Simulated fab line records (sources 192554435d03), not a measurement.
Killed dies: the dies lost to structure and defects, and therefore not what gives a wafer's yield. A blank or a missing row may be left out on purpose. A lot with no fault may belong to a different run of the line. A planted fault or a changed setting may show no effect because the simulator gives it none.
The tool behind it: which one? :: flow n5Finfet :: 12 lots with 36 wafers sampled at 6 steps, on a route of 1938 steps

WHAT THE GAUGES SHOWED, per wafer
N5_BEOL_M4_CD_MEAS_18: pitch 36 nm, target cd 18 nm.
lot: L075
measured: day 8 06:01
on: cdSem-01
cdNm (nm): 18.1 18.5 18.2

lot: L078
measured: day 8 15:50
on: cdSem-01
cdNm (nm): 17.8 18.4 17.0

lot: L079
measured: day 8 20:37
on: cdSem-01
cdNm (nm): 18.0 18.3 17.5

lot: L081
measured: day 9 11:34
on: cdSem-01
cdNm (nm): 17.7 17.7 17.6

lot: L083
measured: day 10 04:35
on: cdSem-03
cdNm (nm): 18.4 17.9 18.8

lot: L084
measured: day 10 06:11
on: cdSem-02
cdNm (nm): 17.8 18.1 18.3

lot: L087
measured: day 11 10:03
on: cdSem-02
cdNm (nm): 18.5 18.2 18.0

lot: L090
measured: day 11 22:44
on: cdSem-03
cdNm (nm): 18.0 17.7 18.1

lot: L092
measured: day 12 01:25
on: cdSem-02
cdNm (nm): 18.4 18.8 19.1

lot: L093
measured: day 12 09:59
on: cdSem-03
cdNm (nm): 17.8 18.1 18.1

lot: L095
measured: day 13 15:18
on: cdSem-02
cdNm (nm): 18.0 18.4 18.0

lot: L097
measured: day 13 18:37
on: cdSem-01
cdNm (nm): 17.8 18.9 17.9

WHICH TOOL RAN EACH LOT (tool, then ch and the chambers of the sampled wafers, then the start)
lot: L075
N5_BEOL_M3_ANNEAL_49: pvdSputter-02, day 8 01:53
N5_BEOL_M3_ANNEAL_89: pvdSputter-02, day 8 02:46
N5_BEOL_M3_SPUTTER_92: pvdSputter-02, day 8 03:07
N5_BEOL_M3_SPUTTER_94: pvdSputter-02, day 8 03:20
N5_BEOL_M4_ETCH_63: rieDiel-05 ch 0,3, day 8 05:38

lot: L078
N5_BEOL_M3_ANNEAL_49: pvdSputter-01, day 8 11:41
N5_BEOL_M3_ANNEAL_89: pvdSputter-01, day 8 12:34
N5_BEOL_M3_SPUTTER_92: pvdSputter-01, day 8 12:55
N5_BEOL_M3_SPUTTER_94: pvdSputter-01, day 8 13:08
N5_BEOL_M4_ETCH_63: rieDiel-06 ch 1,2, day 8 15:27

lot: L079
N5_BEOL_M3_ANNEAL_49: pvdSputter-01, day 8 16:28
N5_BEOL_M3_ANNEAL_89: pvdSputter-01, day 8 17:21
N5_BEOL_M3_SPUTTER_92: pvdSputter-01, day 8 17:43
N5_BEOL_M3_SPUTTER_94: pvdSputter-01, day 8 17:56
N5_BEOL_M4_ETCH_63: rieDiel-06 ch 0,1,2, day 8 20:14

lot: L081
N5_BEOL_M3_ANNEAL_49: pvdSputter-03, day 9 06:56
N5_BEOL_M3_ANNEAL_89: pvdSputter-03, day 9 07:49
N5_BEOL_M3_SPUTTER_92: pvdSputter-03, day 9 08:10
N5_BEOL_M3_SPUTTER_94: pvdSputter-03, day 9 08:23
N5_BEOL_M4_ETCH_63: rieDiel-02 ch 1,2, day 9 11:11

lot: L083
N5_BEOL_M3_ANNEAL_49: pvdSputter-02, day 9 22:40
N5_BEOL_M3_ANNEAL_89: pvdSputter-02, day 9 23:32
N5_BEOL_M3_SPUTTER_92: pvdSputter-02, day 9 23:54
N5_BEOL_M3_SPUTTER_94: pvdSputter-02, day 10 00:07
N5_BEOL_M4_ETCH_63: rieDiel-06 ch 0,2,3, day 10 04:13

lot: L084
N5_BEOL_M3_ANNEAL_49: pvdSputter-03, day 10 01:58
N5_BEOL_M3_ANNEAL_89: pvdSputter-03, day 10 02:50
N5_BEOL_M3_SPUTTER_92: pvdSputter-03, day 10 03:12
N5_BEOL_M3_SPUTTER_94: pvdSputter-03, day 10 03:25
N5_BEOL_M4_ETCH_63: rieDiel-02 ch 0,1,2, day 10 05:47

lot: L087
N5_BEOL_M3_ANNEAL_49: pvdSputter-02, day 11 04:40
N5_BEOL_M3_ANNEAL_89: pvdSputter-02, day 11 05:32
N5_BEOL_M3_SPUTTER_92: pvdSputter-02, day 11 05:54
N5_BEOL_M3_SPUTTER_94: pvdSputter-02, day 11 06:07
N5_BEOL_M4_ETCH_63: rieDiel-06 ch 0,3, day 11 09:38

lot: L090
N5_BEOL_M3_ANNEAL_49: pvdSputter-03, day 11 15:48
N5_BEOL_M3_ANNEAL_89: pvdSputter-03, day 11 16:41
N5_BEOL_M3_SPUTTER_92: pvdSputter-03, day 11 17:02
N5_BEOL_M3_SPUTTER_94: pvdSputter-03, day 11 17:16
N5_BEOL_M4_ETCH_63: rieDiel-02 ch 1,3, day 11 22:13

lot: L092
N5_BEOL_M3_ANNEAL_49: pvdSputter-02, day 11 19:42
N5_BEOL_M3_ANNEAL_89: pvdSputter-02, day 11 20:35
N5_BEOL_M3_SPUTTER_92: pvdSputter-02, day 11 20:56
N5_BEOL_M3_SPUTTER_94: pvdSputter-02, day 11 21:10
N5_BEOL_M4_ETCH_63: rieDiel-05 ch 1,2, day 12 01:02

lot: L093
N5_BEOL_M3_ANNEAL_49: pvdSputter-03, day 12 04:30
N5_BEOL_M3_ANNEAL_89: pvdSputter-03, day 12 05:23
N5_BEOL_M3_SPUTTER_92: pvdSputter-03, day 12 05:44
N5_BEOL_M3_SPUTTER_94: pvdSputter-03, day 12 05:58
N5_BEOL_M4_ETCH_63: rieDiel-06 ch 2,3, day 12 09:36

lot: L095
N5_BEOL_M3_ANNEAL_49: pvdSputter-03, day 13 10:43
N5_BEOL_M3_ANNEAL_89: pvdSputter-03, day 13 11:36
N5_BEOL_M3_SPUTTER_92: pvdSputter-03, day 13 11:58
N5_BEOL_M3_SPUTTER_94: pvdSputter-03, day 13 12:11
N5_BEOL_M4_ETCH_63: rieDiel-05 ch 0,3, day 13 14:55

lot: L097
N5_BEOL_M3_ANNEAL_49: pvdSputter-03, day 13 13:34
N5_BEOL_M3_ANNEAL_89: pvdSputter-03, day 13 14:26
N5_BEOL_M3_SPUTTER_92: pvdSputter-03, day 13 14:48
N5_BEOL_M3_SPUTTER_94: pvdSputter-03, day 13 15:01
N5_BEOL_M4_ETCH_63: rieDiel-06 ch 0,1,2, day 13 18:11
- N5_BEOL_M3_ANNEAL_49: time 240 s.
- N5_BEOL_M3_ANNEAL_89: time 240 s.
- N5_BEOL_M3_SPUTTER_92: material Cu, target thk 4.5 nm, time 8.29 s.
- N5_BEOL_M3_SPUTTER_94: material Cu, target thk 4.5 nm, time 8.29 s.
- N5_BEOL_M4_ETCH_63: etches SiARC in CF4, target depth 15.6 nm, time 26 s.

THE ANSWER, worked out from the rows above alone
Rule: the lots themselves supply what counts as usual. The widest of any qualifying gaps counts: lots, ordered by their means at a reading, are off when they make up no more than a third of the lots, leave a main group of 4 or more, and stand apart from it by 3 or more times the standard deviation of that group's means. A main group whose means are all the same, to the digits that the tables above print for the reading, isn't used. A lot without any number at a reading at which 4 lots or more have one is off too. Any other lot the step has rows for is counted as sound.
None of the lots is off at any reading shown; this tells nothing.

WHAT THE SIMULATOR HAD PUT IN
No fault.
